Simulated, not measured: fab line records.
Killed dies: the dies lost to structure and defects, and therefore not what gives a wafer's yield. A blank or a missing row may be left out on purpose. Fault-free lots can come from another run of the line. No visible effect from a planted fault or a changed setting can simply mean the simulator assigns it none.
fab line records	flow nandHarc
record lots=24	wafers=72	lastDay=33
route steps=1302 shown A_CHANNEL_FILL_D2@637 A_STAIRCASE@668
lots that met no fault: taken from a fault-free run of the same line
startH: start of the lot's first displayed wafer, in hours after the record's first day	waitH: time in hours since the lot's previous step	" same as the row above	L1.1+2: a row that stands for several wafers	- no value present, or no start provided	* or withheld: withheld	< > ~ a bound
route shown NAME@n: a module of which the file shows steps, and the number in the route of the first	usual: mean and standard deviation over wafers with no fault	same: alike in all rows	chamber/n: place in a boat	sites: the reading at each site	_std_site: their standard deviation	_edge_site: mean of outer sites minus mean of inner sites	radiusMm: for every site, how far away it sits from the centre of the wafer	mask NAME#n: copy n	behind: the tool/chamber that last shaped the wafer	hold: reason for holding the lot/hours on hold/outcome of the hold	device: whichever transistor did not switch (one of n, p or np)	end of line: at the end of the route, the tests of the same wafers	a step given without rows: its recipe and nothing more	killed: at the first sort, the dies lost to defects and structure; wafer yield is something else	map: per-die view of a wafer (x killed, . not killed, _ where there is no die)
set.NAME: the setting that was run; set.NAME@STEP: the one run at that earlier step	model.NAME: the simulator's own value behind a step, which no gauge read
the route's steps for a sample of lots (tables are steps, rows are wafers)
services: a tool's chamber out of use, with start hour (startH, from the record's first day; less than 0 if before it), hours out, and reason
## steps
# step NHARC_A_CHANNEL_FILL_D2_RTA_24
# recipe tempC=1000	timeS=5
# usual lampPowerPct=29.2/1.9	lamp_zone_2_pct=29.2/1.9	lamp_zone_4_pct=29.2/1.9	lamp_zone_5_pct=29.2/1.9	wafer_temp_C_max=1003.8/1
lot.wafer	tool	chamber	startH	waitH	lampPowerPct	lamp_zone_2_pct	lamp_zone_4_pct	lamp_zone_5_pct	wafer_temp_C_max
L074.1	rtpAnneal-02	0	351.38	0.0	27.6	27.6	27.6	27.6	1002.7
L074.2	"	0	"	"	27.6	27.6	27.6	27.7	1004.7
L074.6	"	0	"	"	27.6	27.6	27.7	27.6	1004.3
L075.2	rtpAnneal-01	0	351.41	0.1	31.4	31.4	31.4	31.4	1002.8
L075.3	"	0	"	"	31.5	31.4	31.4	31.4	1003.8
L075.4	"	0	"	"	31.4	31.4	31.4	31.5	1003.0
L076.1	rtpAnneal-02	0	366.30	0.0	27.6	27.6	27.6	27.6	1003.7
L076.2	"	0	"	"	27.6	27.6	27.6	27.7	1003.3
L076.5	"	0	"	"	27.6	27.6	27.7	27.6	1004.4
L077.2	rtpAnneal-02	0	374.40	0.1	27.6	27.6	27.6	27.5	1004.9
L077.4	"	0	"	"	27.5	27.5	27.6	27.6	1004.4
L077.6	"	0	"	"	27.6	27.6	27.6	27.6	1003.0
L079.1	rtpAnneal-02	0	386.78	0.0	27.7	27.6	27.6	27.6	1006.0
L079.2	"	0	"	"	27.6	27.6	27.7	27.6	1004.1
L079.5	"	0	"	"	27.6	27.6	27.6	27.6	1005.3
L078.2	rtpAnneal-02	0	386.98	0.1	27.6	27.6	27.6	27.6	1005.2
L078.3	"	0	"	"	27.7	27.6	27.7	27.6	1005.2
L078.6	"	0	"	"	27.6	27.6	27.6	27.6	1004.4
L081.1	rtpAnneal-01	0	410.54	0.0	31.4	31.4	31.4	31.4	1003.0
L081.3	"	0	"	"	31.4	31.4	31.4	31.4	1003.2
L081.6	"	0	"	"	31.4	31.4	31.4	31.4	1004.0
L080.3	rtpAnneal-02	0	410.59	0.1	27.6	27.6	27.6	27.6	1006.1
L080.5	"	0	"	"	27.6	27.5	27.6	27.6	1004.6
L080.6	"	0	"	"	27.6	27.6	27.6	27.6	1003.4
L082.1	rtpAnneal-02	0	441.17	0.0	27.6	27.6	27.6	27.6	1005.5
L082.3	"	0	"	"	27.6	27.6	27.6	27.5	1003.2
L082.5	"	0	"	"	27.6	27.6	27.6	27.5	1004.5
L083.1	rtpAnneal-02	0	441.33	0.2	27.6	27.6	27.6	27.6	1003.9
L083.2	"	0	"	"	27.5	27.6	27.6	27.6	1006.2
L083.5	"	0	"	"	27.6	27.6	27.5	27.6	1004.9
L085.3	rtpAnneal-01	0	451.10	0.1	31.4	31.4	31.5	31.4	1002.7
L085.5	"	0	"	"	31.5	31.5	31.4	31.4	1003.6
L085.6	"	0	"	"	31.4	31.4	31.5	31.5	1003.6
L084.3	rtpAnneal-01	0	451.28	0.3	31.5	31.4	31.5	31.5	1003.1
L084.5	"	0	"	"	31.5	31.5	31.4	31.4	1002.5
L084.6	"	0	"	"	31.5	31.5	31.4	31.4	1002.1
L086.2	rtpAnneal-01	0	475.34	0.1	31.4	31.4	31.5	31.4	1002.4
L086.3	"	0	"	"	31.4	31.4	31.4	31.4	1002.9
L086.6	"	0	"	"	31.4	31.4	31.4	31.4	1002.8
L087.1	rtpAnneal-01	0	490.96	0.0	31.4	31.3	31.4	31.4	1003.9
L087.5	"	0	"	"	31.4	31.4	31.4	31.5	1002.8
L087.6	"	0	"	"	31.4	31.3	31.4	31.4	1003.7
L089.1	rtpAnneal-02	0	490.96	0.0	27.6	27.6	27.6	27.6	1005.1
L089.3	"	0	"	"	27.7	27.7	27.6	27.7	1003.3
L089.4	"	0	"	"	27.7	27.6	27.6	27.6	1005.0
L088.4	rtpAnneal-01	0	491.22	0.3	31.4	31.4	31.4	31.4	1003.7
L088.5	"	0	"	"	31.4	31.4	31.4	31.4	1003.1
L088.6	"	0	"	"	31.4	31.4	31.4	31.4	1002.6
L090.2	rtpAnneal-01	0	504.08	0.1	31.4	31.4	31.4	31.4	1002.2
L090.3	"	0	"	"	31.4	31.4	31.4	31.5	1003.4
L090.6	"	0	"	"	31.5	31.4	31.4	31.4	1002.1
L091.2	rtpAnneal-02	0	525.31	0.1	27.6	27.5	27.6	27.6	1003.4
L091.3	"	0	"	"	27.6	27.5	27.6	27.6	1004.1
L091.6	"	0	"	"	27.6	27.6	27.6	27.6	1004.2
L092.1	rtpAnneal-02	0	532.13	0.0	27.6	27.6	27.6	27.6	1005.0
L092.5	"	0	"	"	27.7	27.6	27.6	27.6	1004.4
L092.6	"	0	"	"	27.6	27.7	27.6	27.6	1005.0
L093.2	rtpAnneal-01	0	532.18	0.1	31.4	31.4	31.4	31.4	1002.6
L093.3	"	0	"	"	31.4	31.4	31.4	31.4	1003.3
L093.5	"	0	"	"	31.4	31.4	31.4	31.5	1002.1
L094.1	rtpAnneal-02	0	545.23	0.0	27.6	27.6	27.6	27.6	1004.8
L094.3	"	0	"	"	27.6	27.6	27.6	27.6	1004.0
L094.6	"	0	"	"	27.6	27.6	27.6	27.6	1004.8
L095.1	rtpAnneal-01	0	562.10	0.0	31.4	31.4	31.4	31.5	1003.5
L095.4	"	0	"	"	31.4	31.4	31.4	31.4	1001.7
L095.5	"	0	"	"	31.4	31.4	31.5	31.4	1001.6
L096.1	rtpAnneal-02	0	571.09	0.0	27.6	27.6	27.6	27.6	1005.2
L096.3	"	0	"	"	27.6	27.6	27.6	27.6	1003.7
L096.4	"	0	"	"	27.6	27.6	27.6	27.6	1003.7
L097.2	rtpAnneal-02	0	581.48	0.1	27.6	27.6	27.6	27.6	1006.0
L097.4	"	0	"	"	27.6	27.6	27.7	27.6	1005.5
L097.5	"	0	"	"	27.6	27.6	27.6	27.6	1003.7
# step NHARC_A_CHANNEL_FILL_D2_INSPECT_13
# usual rawDefectCount=370/130
lot.wafer	tool	chamber	startH	waitH	rawDefectCount
L074.1	defectInspect-01	-	351.57	0.2	392
L074.2	"	-	"	"	296
L074.6	"	-	"	"	400
L075.2	defectInspect-02	-	351.58	0.1	325
L075.3	"	-	"	"	236
L075.4	"	-	"	"	360
L076.1	defectInspect-01	-	366.50	0.2	482
L076.2	"	-	"	"	340
L076.5	"	-	"	"	483
L077.2	defectInspect-02	-	374.56	0.1	264
L077.4	"	-	"	"	350
L077.6	"	-	"	"	327
L079.1	defectInspect-02	-	386.98	0.2	384
L079.2	"	-	"	"	401
L079.5	"	-	"	"	526
L078.2	defectInspect-02	-	387.15	0.1	423
L078.3	"	-	"	"	326
L078.6	"	-	"	"	303
L080.3	defectInspect-01	-	410.74	0.1	335
L080.5	"	-	"	"	379
L080.6	"	-	"	"	276
L081.1	defectInspect-02	-	410.74	0.2	263
L081.3	"	-	"	"	303
L081.6	"	-	"	"	324
L082.1	defectInspect-01	-	441.36	0.2	352
L082.3	"	-	"	"	684
L082.5	"	-	"	"	368
L083.1	defectInspect-02	-	441.53	0.2	536
L083.2	"	-	"	"	365
L083.5	"	-	"	"	786
L085.3	defectInspect-02	-	451.25	0.1	321
L085.5	"	-	"	"	299
L085.6	"	-	"	"	367
L084.3	defectInspect-01	-	451.42	0.1	199
L084.5	"	-	"	"	207
L084.6	"	-	"	"	146
L086.2	defectInspect-02	-	475.51	0.1	346
L086.3	"	-	"	"	414
L086.6	"	-	"	"	290
L087.1	defectInspect-01	-	491.16	0.2	222
L087.5	"	-	"	"	247
L087.6	"	-	"	"	263
L089.1	defectInspect-02	-	491.16	0.2	295
L089.3	"	-	"	"	463
L089.4	"	-	"	"	446
L088.4	defectInspect-02	-	491.33	0.1	685
L088.5	"	-	"	"	675
L088.6	"	-	"	"	582
L090.2	defectInspect-02	-	504.25	0.1	373
L090.3	"	-	"	"	448
L090.6	"	-	"	"	401
L091.2	defectInspect-02	-	525.48	0.1	330
L091.3	"	-	"	"	411
L091.6	"	-	"	"	466
L092.1	defectInspect-02	-	532.33	0.2	317
L092.5	"	-	"	"	310
L092.6	"	-	"	"	299
L093.2	defectInspect-01	-	532.35	0.1	227
L093.3	"	-	"	"	502
L093.5	"	-	"	"	466
L094.1	defectInspect-02	-	545.43	0.2	276
L094.3	"	-	"	"	400
L094.6	"	-	"	"	674
L095.1	defectInspect-01	-	562.30	0.2	212
L095.4	"	-	"	"	310
L095.5	"	-	"	"	155
L096.1	defectInspect-01	-	571.29	0.2	276
L096.3	"	-	"	"	374
L096.4	"	-	"	"	433
L097.2	defectInspect-01	-	581.65	0.1	309
L097.4	"	-	"	"	537
L097.5	"	-	"	"	289
# step NHARC_A_STAIRCASE_TRIM_12
# recipe timeS=211.2	o2FlowSccm=500	arFlowSccm=0	biasW=0	chemistry=O2
# usual drypumpMotorCurrentA=5.6/0.57	oesProductAu=1.000/0.011	rfVppV=57.7/0.87	showerheadPlenumPTorr=3.49/0.15	throttleValvePct=17.037/0.0086
lot.wafer	tool	chamber	startH	waitH	drypumpMotorCurrentA	oesProductAu	rfHoursCounterH	rfVppV	showerheadPlenumPTorr	throttleValvePct
L074.2	rieDiel-03	2	354.39	0.1	5.8	0.990	22	56.7	3.56	17.045
L074.1	"	0	"	"	5.4	1.014	20	58.3	3.40	17.056
L074.6	"	2	"	"	5.8	0.997	-	57.5	3.56	17.031
L075.4	rieDiel-13	3	354.79	0.1	5.3	1.001	0	58.5	3.81	17.047
L075.2	"	0	"	"	6.5	1.013	0	57.5	3.46	17.029
L075.3	"	1	"	"	4.8	0.986	0	58.6	3.45	17.035
L076.2	rieDiel-03	0	369.42	0.1	5.4	1.018	25	57.0	3.40	17.024
L076.1	"	1	"	"	4.7	1.010	25	57.9	3.29	17.044
L076.5	"	1	"	"	4.7	1.009	-	57.1	3.29	17.036
L077.2	rieDiel-13	2	377.58	0.1	5.6	1.003	10	56.5	3.41	17.035
L077.4	"	0	"	"	6.5	1.014	8	57.8	3.46	17.036
L077.6	"	2	"	"	5.6	0.991	-	56.7	3.41	17.051
L079.1	rieDiel-13	0	389.99	0.1	6.5	1.017	11	58.2	3.46	17.045
L079.2	"	3	"	"	5.3	1.002	13	58.9	3.80	17.033
L079.5	"	1	"	"	4.8	0.987	-	57.6	3.44	17.019
L078.2	rieDiel-13	1	390.17	0.1	4.8	0.984	11	57.8	3.44	17.054
L078.3	"	2	"	"	5.6	0.999	14	57.5	3.41	17.043
L078.6	"	2	"	"	5.7	1.005	-	58.2	3.41	17.021
L080.3	rieDiel-11	3	413.84	0.1	6.2	0.996	51	59.5	3.78	17.035
L080.6	"	2	"	"	5.3	1.021	-	59.0	3.41	17.043
L080.5	"	3	"	"	6.2	0.990	-	58.4	3.78	17.035
L081.1	rieDiel-03	1	414.00	0.1	4.7	1.006	31	56.6	3.29	17.039
L081.3	"	3	"	"	5.9	1.021	18	57.5	3.60	17.029
L081.6	"	3	"	"	5.9	1.015	-	58.2	3.60	17.049
L082.3	rieDiel-13	0	444.29	0.1	6.5	1.011	35	58.5	3.45	17.039
L082.1	"	3	"	"	5.2	1.005	41	57.8	3.78	17.039
L082.5	"	1	"	"	4.8	0.990	-	57.3	3.42	17.025
L083.2	rieDiel-13	2	445.26	0.3	5.6	1.008	43	58.8	3.39	17.034
L083.1	"	0	"	"	6.5	1.012	36	57.1	3.45	17.042
L083.5	"	1	"	"	4.8	1.003	-	57.6	3.42	17.039
L085.3	rieDiel-13	0	454.26	0.1	6.5	1.006	38	57.2	3.44	17.038
L085.5	"	1	"	"	4.8	0.994	-	57.0	3.42	17.032
L085.6	"	2	"	"	5.6	1.001	-	58.3	3.39	17.052
L084.3	rieDiel-13	1	454.79	0.2	4.8	0.996	45	56.6	3.42	17.044
L084.6	"	1	"	"	4.8	1.003	-	58.7	3.42	17.039
L084.5	"	2	"	"	5.6	1.002	-	58.0	3.39	17.035
L086.2	rieDiel-03	1	478.51	0.1	4.7	0.994	5	56.6	3.28	17.037
L086.3	"	3	"	"	5.9	1.004	5	58.2	3.59	17.034
L086.6	"	3	"	"	5.9	1.002	-	57.1	3.59	17.028
L087.1	rieDiel-13	0	494.31	0.1	6.5	1.003	50	56.1	3.44	17.033
L087.6	"	1	"	"	4.8	0.988	-	56.7	3.42	17.033
L087.5	"	2	"	"	5.6	0.995	-	59.0	3.38	17.044
L089.3	rieDiel-11	1	494.42	0.1	6.3	0.992	16	57.4	3.48	17.040
L089.4	"	3	"	"	6.2	0.975	16	58.6	3.77	17.029
L089.1	"	0	"	"	6.0	1.006	15	58.1	3.74	17.043
L088.4	rieDiel-03	0	494.66	0.1	5.4	0.991	-	57.4	3.38	17.034
L088.6	"	1	"	"	4.7	0.992	-	57.3	3.28	17.037
L088.5	"	3	"	"	5.9	1.004	-	58.6	3.59	17.014
L090.2	rieDiel-03	3	507.26	0.1	5.9	0.995	16	58.5	3.59	17.047
L090.3	"	2	"	"	5.8	0.990	2	58.5	3.56	17.044
L090.6	"	3	"	"	5.9	0.996	-	56.7	3.59	17.031
L091.2	rieDiel-13	1	529.13	0.1	4.8	0.991	0	57.9	3.41	17.033
L091.3	"	0	"	"	6.5	1.005	0	58.2	3.43	17.030
L091.6	"	1	"	"	4.8	0.986	-	56.8	3.41	17.029
L092.1	rieDiel-03	0	535.32	0.1	5.4	0.999	27	56.1	3.37	17.035
L092.6	"	2	"	"	5.8	0.987	-	58.1	3.55	17.031
L092.5	"	3	"	"	5.9	1.014	-	57.6	3.58	17.034
L093.2	rieDiel-11	1	535.58	0.1	6.3	0.995	30	57.0	3.47	17.029
L093.3	"	2	"	"	5.3	1.010	30	57.3	3.39	17.026
L093.5	"	1	"	"	6.3	0.987	-	57.3	3.47	17.020
L094.3	rieDiel-03	2	548.40	0.1	5.8	0.999	15	57.4	3.55	17.039
L094.1	"	0	"	"	5.5	0.998	30	57.8	3.37	17.035
L094.6	"	2	"	"	5.8	0.995	-	59.2	3.55	17.052
L095.4	rieDiel-11	1	565.33	0.1	6.3	0.989	38	57.7	3.47	17.039
L095.1	"	2	"	"	5.3	1.002	38	57.8	3.39	17.061
L095.5	"	0	"	"	6.0	0.997	-	57.9	3.72	17.038
L096.4	rieDiel-11	2	574.94	0.1	5.3	1.015	43	58.1	3.38	17.029
L096.3	"	3	"	"	6.2	1.001	48	58.7	3.75	17.039
L096.1	"	0	"	"	6.0	1.001	46	58.6	3.72	17.039
L097.4	rieDiel-03	1	584.49	0.1	4.7	0.996	38	57.7	3.26	17.041
L097.2	"	0	"	"	5.4	0.990	38	57.7	3.36	17.044
L097.5	"	1	"	"	4.7	1.003	-	57.6	3.26	17.045
# step NHARC_A_STAIRCASE_TRIM_16
# recipe timeS=211.2	o2FlowSccm=500	arFlowSccm=0	biasW=0	chemistry=O2
# usual drypumpMotorCurrentA=5.6/0.59	oesProductAu=1.001/0.01	rfVppV=57.7/0.95	showerheadPlenumPTorr=3.51/0.17	throttleValvePct=17.037/0.01
lot.wafer	tool	chamber	startH	waitH	drypumpMotorCurrentA	oesProductAu	rfHoursCounterH	rfVppV	showerheadPlenumPTorr	throttleValvePct
L074.1	rieDiel-03	0	-	-	5.5	1.013	20	58.7	3.40	17.040
L074.2	"	1	"	"	4.7	1.004	20	56.1	3.30	17.032
L074.6	"	0	"	"	5.5	1.012	-	58.2	3.40	17.042
L075.2	rieDiel-13	2	-	-	5.6	1.004	0	58.8	3.41	17.023
L075.4	"	3	"	"	5.3	0.990	1	58.2	3.81	17.057
L075.3	"	0	"	"	6.5	1.023	1	58.3	3.46	17.040
L076.1	rieDiel-03	2	-	-	5.9	0.983	28	57.0	3.56	17.028
L076.2	"	0	"	"	5.5	1.007	26	57.8	3.40	17.026
L076.5	"	1	"	"	4.7	1.016	-	56.2	3.29	17.056
L077.2	rieDiel-13	3	-	-	5.2	0.996	11	59.5	3.80	17.050
L077.4	"	0	"	"	6.5	1.008	8	58.0	3.46	17.048
L077.6	"	0	"	"	6.5	1.010	-	58.5	3.46	17.059
L079.2	rieDiel-13	3	-	-	5.3	1.001	14	59.4	3.80	17.025
L079.1	"	0	"	"	6.5	1.015	11	56.8	3.46	17.043
L079.5	"	3	"	"	5.2	1.000	-	58.2	3.80	17.023
L078.3	rieDiel-13	0	-	-	6.5	1.008	11	58.5	3.46	17.035
L078.2	"	2	"	"	5.6	1.006	14	57.1	3.41	17.026
L078.6	"	3	"	"	5.3	1.009	-	58.5	3.80	17.037
L080.3	rieDiel-11	0	-	-	6.0	1.001	48	57.2	3.75	17.035
L080.6	"	0	"	"	6.0	1.005	-	58.4	3.75	17.049
L080.5	"	1	"	"	6.3	0.990	-	59.5	3.49	17.042
L081.3	rieDiel-03	0	-	-	5.5	1.000	32	56.7	3.39	17.029
L081.1	"	1	"	"	4.7	0.998	32	57.9	3.29	17.047
L081.6	"	3	"	"	5.9	1.019	-	57.7	3.60	17.029
L082.3	rieDiel-13	1	-	-	4.8	0.988	43	58.5	3.42	17.044
L082.1	"	0	"	"	6.5	1.020	36	57.3	3.45	17.045
L082.5	"	2	"	"	5.6	1.003	-	56.7	3.39	17.033
L083.1	rieDiel-13	3	-	-	5.3	1.006	42	57.4	3.78	17.040
L083.2	"	1	"	"	4.8	0.988	43	57.3	3.42	17.037
L083.5	"	3	"	"	5.3	1.006	-	55.9	3.78	17.026
L085.3	rieDiel-13	1	-	-	4.8	1.001	45	58.1	3.42	17.035
L085.5	"	3	"	"	5.2	0.994	-	60.3	3.78	17.047
L085.6	"	0	"	"	6.5	1.000	-	58.1	3.44	17.031
L084.3	rieDiel-13	0	-	-	6.5	1.016	39	57.1	3.44	17.039
L084.6	"	3	"	"	5.2	1.004	-	60.2	3.78	17.035
L084.5	"	0	"	"	6.5	1.017	-	59.2	3.44	17.031
L086.2	rieDiel-03	1	-	-	4.7	1.000	5	56.6	3.28	17.030
L086.3	"	3	"	"	5.9	1.017	5	57.5	3.59	17.026
L086.6	"	0	"	"	5.4	0.997	-	57.4	3.38	17.028
L087.1	rieDiel-13	0	-	-	6.5	1.006	50	58.3	3.44	17.017
L087.6	"	0	"	"	6.5	1.016	-	58.1	3.44	17.035
L087.5	"	1	"	"	4.8	0.988	-	56.5	3.42	17.048
L089.4	rieDiel-11	2	-	-	5.3	1.008	15	57.1	3.40	17.019
L089.3	"	3	"	"	6.3	0.995	16	58.1	3.77	17.034
L089.1	"	0	"	"	6.0	1.005	16	57.9	3.74	17.035
L088.4	rieDiel-03	0	-	-	5.4	0.983	-	57.3	3.38	17.040
L088.6	"	1	"	"	4.7	0.998	-	57.0	3.28	17.037
L088.5	"	3	"	"	5.9	1.000	-	57.1	3.59	17.052
L090.3	rieDiel-03	1	-	-	4.7	0.997	17	57.0	3.27	17.049
L090.2	"	3	"	"	5.9	1.015	17	57.2	3.58	17.018
L090.6	"	2	"	"	5.9	0.994	-	57.4	3.55	17.039
L091.3	rieDiel-13	1	-	-	4.8	0.999	0	56.6	3.41	17.043
L091.2	"	2	"	"	5.6	0.993	0	57.3	3.38	17.050
L091.6	"	0	"	"	6.5	1.007	-	58.1	3.43	17.035
L092.1	rieDiel-03	3	-	-	5.9	1.016	27	57.3	3.58	17.013
L092.6	"	1	"	"	4.7	1.004	-	57.5	3.27	17.039
L092.5	"	2	"	"	5.8	0.997	-	58.1	3.55	17.026
L093.3	rieDiel-11	0	-	-	6.0	1.003	33	58.8	3.73	17.043
L093.2	"	2	"	"	5.3	1.009	30	57.5	3.39	17.043
L093.5	"	0	"	"	6.0	1.002	-	59.0	3.73	17.034
L094.3	rieDiel-03	2	-	-	5.9	0.990	15	57.1	3.55	17.040
L094.1	"	3	"	"	5.9	1.010	30	58.4	3.58	17.040
L094.6	"	1	"	"	4.7	1.008	-	57.0	3.27	17.046
L095.1	rieDiel-11	0	-	-	6.0	0.994	40	58.3	3.72	17.054
L095.4	"	2	"	"	5.3	1.016	38	56.6	3.39	17.025
L095.5	"	3	"	"	6.2	0.993	-	59.1	3.75	17.039
L096.3	rieDiel-11	3	-	-	6.2	1.002	48	58.6	3.75	17.056
L096.4	"	0	"	"	6.0	1.007	47	59.4	3.72	17.030
L096.1	"	1	"	"	6.3	0.987	44	57.9	3.47	17.054
L097.2	rieDiel-03	2	-	-	5.8	0.989	21	57.1	3.54	17.027
L097.4	"	3	"	"	5.9	1.008	36	57.3	3.57	17.055
L097.5	"	1	"	"	4.7	0.993	-	56.5	3.26	17.017
# step NHARC_A_STAIRCASE_ETCH_25
# recipe targetDepthA=1000	timeS=40.5	ionEnergyEv=400	c4f8FlowSccm=20	o2FlowSccm=10	arFlowSccm=withheld	rfW=600	biasW=1000	chemistry=C4F8/O2
# usual oesProductAu=0.943/0.012	rfVppV=896/6
lot.wafer	tool	chamber	startH	waitH	oesProductAu	rfHoursCounterH	rfVppV
L074.1	rieDiel-03	1	-	-	0.948	21	887
L074.2	"	2	"	"	0.936	23	897
L074.6	"	0	"	"	0.955	-	892
L075.4	rieDiel-11	3	-	-	0.947	28	905
L075.2	"	0	"	"	0.962	27	903
L075.3	"	1	"	"	0.954	32	896
L076.2	rieDiel-13	1	-	-	0.940	5	893
L076.1	"	3	"	"	0.938	8	906
L076.5	"	1	"	"	0.941	-	891
L077.4	rieDiel-13	3	-	-	0.936	11	907
L077.2	"	1	"	"	0.921	8	893
L077.6	"	3	"	"	0.928	-	906
L079.2	rieDiel-13	1	-	-	0.929	16	892
L079.1	"	2	"	"	0.941	19	891
L079.5	"	2	"	"	0.939	-	890
L078.3	rieDiel-13	3	-	-	0.931	17	906
L078.2	"	1	"	"	0.927	17	895
L078.6	"	2	"	"	0.934	-	892
L080.3	rieDiel-11	3	-	-	0.936	52	905
L080.5	"	1	"	"	0.944	-	894
L080.6	"	2	"	"	0.964	-	892
L081.1	rieDiel-13	3	-	-	0.941	24	906
L081.3	"	1	"	"	0.934	28	892
L081.6	"	2	"	"	0.943	-	893
L082.3	rieDiel-13	0	-	-	0.955	37	891
L082.1	"	2	"	"	0.953	44	891
L082.5	"	1	"	"	0.938	-	893
L083.1	rieDiel-11	1	-	-	0.936	4	894
L083.2	"	2	"	"	0.947	4	890
L083.5	"	0	"	"	0.958	-	903
L085.3	rieDiel-03	0	-	-	0.950	45	890
L085.6	"	0	"	"	0.959	-	890
L085.5	"	1	"	"	0.961	-	890
L084.3	rieDiel-13	1	-	-	0.937	46	892
L084.5	"	2	"	"	0.939	-	892
L084.6	"	3	"	"	0.956	-	904
L086.3	rieDiel-13	3	-	-	0.927	54	905
L086.2	"	1	"	"	0.916	53	890
L086.6	"	2	"	"	0.924	-	891
L087.1	rieDiel-13	1	-	-	0.935	57	892
L087.5	"	1	"	"	0.933	-	892
L087.6	"	2	"	"	0.934	-	892
L089.1	rieDiel-13	0	-	-	0.955	51	894
L089.3	"	1	"	"	0.932	58	891
L089.4	"	2	"	"	0.946	61	890
L088.6	rieDiel-03	1	-	-	0.946	-	887
L088.5	"	3	"	"	0.953	-	897
L088.4	"	0	"	"	0.940	-	890
L090.2	rieDiel-13	3	-	-	0.938	63	904
L090.3	"	1	"	"	0.946	61	892
L090.6	"	3	"	"	0.951	-	905
L091.3	rieDiel-11	2	-	-	0.954	29	890
L091.2	"	3	"	"	0.937	33	905
L091.6	"	3	"	"	0.932	-	903
L092.1	rieDiel-13	2	-	-	0.944	3	890
L092.5	"	3	"	"	0.935	-	903
L092.6	"	0	"	"	0.964	-	893
L093.2	rieDiel-11	3	-	-	0.932	34	904
L093.3	"	0	"	"	0.952	34	903
L093.5	"	1	"	"	0.943	-	894
L094.3	rieDiel-13	0	-	-	0.945	6	891
L094.1	"	3	"	"	0.939	7	905
L094.6	"	1	"	"	0.945	-	891
L095.4	rieDiel-13	2	-	-	0.942	12	889
L095.1	"	3	"	"	0.932	15	905
L095.5	"	1	"	"	0.925	-	893
L096.1	rieDiel-11	2	-	-	0.954	44	891
L096.3	"	0	"	"	0.954	47	902
L096.4	"	1	"	"	0.934	44	894
L097.4	rieDiel-11	0	-	-	0.945	50	904
L097.2	"	1	"	"	0.932	49	893
L097.5	"	3	"	"	0.939	-	905
# step NHARC_A_STAIRCASE_ETCH_27
# recipe targetDepthA=1000	timeS=40.5	ionEnergyEv=400	c4f8FlowSccm=20	o2FlowSccm=10	arFlowSccm=withheld	rfW=600	biasW=1000	chemistry=C4F8/O2
# usual oesProductAu=0.943/0.011	rfVppV=896/6.1
lot.wafer	tool	chamber	startH	waitH	oesProductAu	rfHoursCounterH	rfVppV
L074.2	rieDiel-03	2	-	-	0.949	23	899
L074.1	"	0	"	"	0.964	21	892
L074.6	"	1	"	"	0.951	-	887
L075.3	rieDiel-11	2	-	-	0.954	31	891
L075.2	"	3	"	"	0.950	28	904
L075.4	"	0	"	"	0.953	27	904
L076.1	rieDiel-13	3	-	-	0.931	8	906
L076.2	"	0	"	"	0.940	6	893
L076.5	"	2	"	"	0.939	-	892
L077.2	rieDiel-13	3	-	-	0.946	11	906
L077.4	"	1	"	"	0.930	9	894
L077.6	"	2	"	"	0.951	-	890
L079.2	rieDiel-13	2	-	-	0.946	19	892
L079.1	"	3	"	"	0.934	17	906
L079.5	"	2	"	"	0.943	-	891
L078.3	rieDiel-13	2	-	-	0.958	19	892
L078.2	"	1	"	"	0.927	17	893
L078.6	"	2	"	"	0.956	-	891
L080.3	rieDiel-11	1	-	-	0.945	51	894
L080.5	"	3	"	"	0.947	-	903
L080.6	"	0	"	"	0.939	-	905
L081.3	rieDiel-13	1	-	-	0.924	28	893
L081.1	"	2	"	"	0.942	28	892
L081.6	"	3	"	"	0.942	-	905
L082.3	rieDiel-13	2	-	-	0.943	44	891
L082.1	"	3	"	"	0.945	43	905
L082.5	"	2	"	"	0.951	-	890
L083.1	rieDiel-11	2	-	-	0.962	4	892
L083.2	"	0	"	"	0.946	2	905
L083.5	"	2	"	"	0.954	-	891
L085.3	rieDiel-03	0	-	-	0.956	46	892
L085.5	"	1	"	"	0.952	-	886
L085.6	"	3	"	"	0.953	-	897
L084.3	rieDiel-13	0	-	-	0.967	39	891
L084.5	"	0	"	"	0.952	-	893
L084.6	"	1	"	"	0.952	-	892
L086.2	rieDiel-13	1	-	-	0.924	54	893
L086.3	"	0	"	"	0.931	47	892
L086.6	"	2	"	"	0.938	-	892
L087.1	rieDiel-13	2	-	-	0.942	61	892
L087.5	"	2	"	"	0.937	-	890
L087.6	"	3	"	"	0.932	-	905
L089.4	rieDiel-13	1	-	-	0.949	58	891
L089.1	"	3	"	"	0.945	60	904
L089.3	"	0	"	"	0.973	51	893
L088.4	rieDiel-03	0	-	-	0.944	-	891
L088.6	"	1	"	"	0.938	-	886
L088.5	"	3	"	"	0.947	-	898
L090.2	rieDiel-13	0	-	-	0.957	55	892
L090.3	"	2	"	"	0.951	64	890
L090.6	"	3	"	"	0.948	-	906
L091.2	rieDiel-11	0	-	-	0.930	32	902
L091.3	"	1	"	"	0.916	29	893
L091.6	"	2	"	"	0.953	-	891
L092.1	rieDiel-13	3	-	-	0.942	3	905
L092.6	"	3	"	"	0.927	-	904
L092.5	"	0	"	"	0.939	-	893
L093.2	rieDiel-11	2	-	-	0.942	31	892
L093.3	"	3	"	"	0.918	35	904
L093.5	"	1	"	"	0.932	-	893
L094.3	rieDiel-13	0	-	-	0.949	7	893
L094.1	"	3	"	"	0.934	7	903
L094.6	"	0	"	"	0.948	-	891
L095.1	rieDiel-13	0	-	-	0.934	14	891
L095.4	"	1	"	"	0.943	12	891
L095.5	"	3	"	"	0.938	-	904
L096.3	rieDiel-11	2	-	-	0.946	44	889
L096.1	"	3	"	"	0.936	48	905
L096.4	"	1	"	"	0.930	44	895
L097.2	rieDiel-11	2	-	-	0.958	49	891
L097.4	"	1	"	"	0.916	49	893
L097.5	"	2	"	"	0.948	-	891
## services
tool	chamber	startH	hours	kind
rieDiel-11	0	335.93	9.7	repair
rieDiel-03	3	337.30	47.2	repair
rieDiel-13	-	343.02	9.0	pm
rieDiel-13	0	343.02	9.0	ventCycle
rieDiel-13	1	343.02	9.0	ventCycle
rieDiel-13	2	343.02	9.0	ventCycle
rieDiel-13	3	343.02	9.0	ventCycle
rieDiel-13	0	352.02	-	clean
rieDiel-13	1	352.02	-	clean
rieDiel-13	2	352.02	-	clean
rtpAnneal-01	-	372.00	12.0	pm
rieDiel-03	-	382.87	19.8	repair
rieDiel-11	1	406.30	4.6	repair
rieDiel-03	-	407.22	0.5	repair
rieDiel-11	0	412.92	1.2	repair
rieDiel-13	0	414.23	11.1	repair
rieDiel-11	-	432.72	9.0	pm
rieDiel-03	-	458.48	9.0	pm
rieDiel-11	0	477.13	5.4	repair
rieDiel-11	-	480.17	0.7	repair
rieDiel-11	2	485.48	1.2	repair
rieDiel-13	-	520.02	9.0	pm
rieDiel-11	0	544.89	2.9	repair
rieDiel-03	-	565.19	7.5	repair
## key
fault none
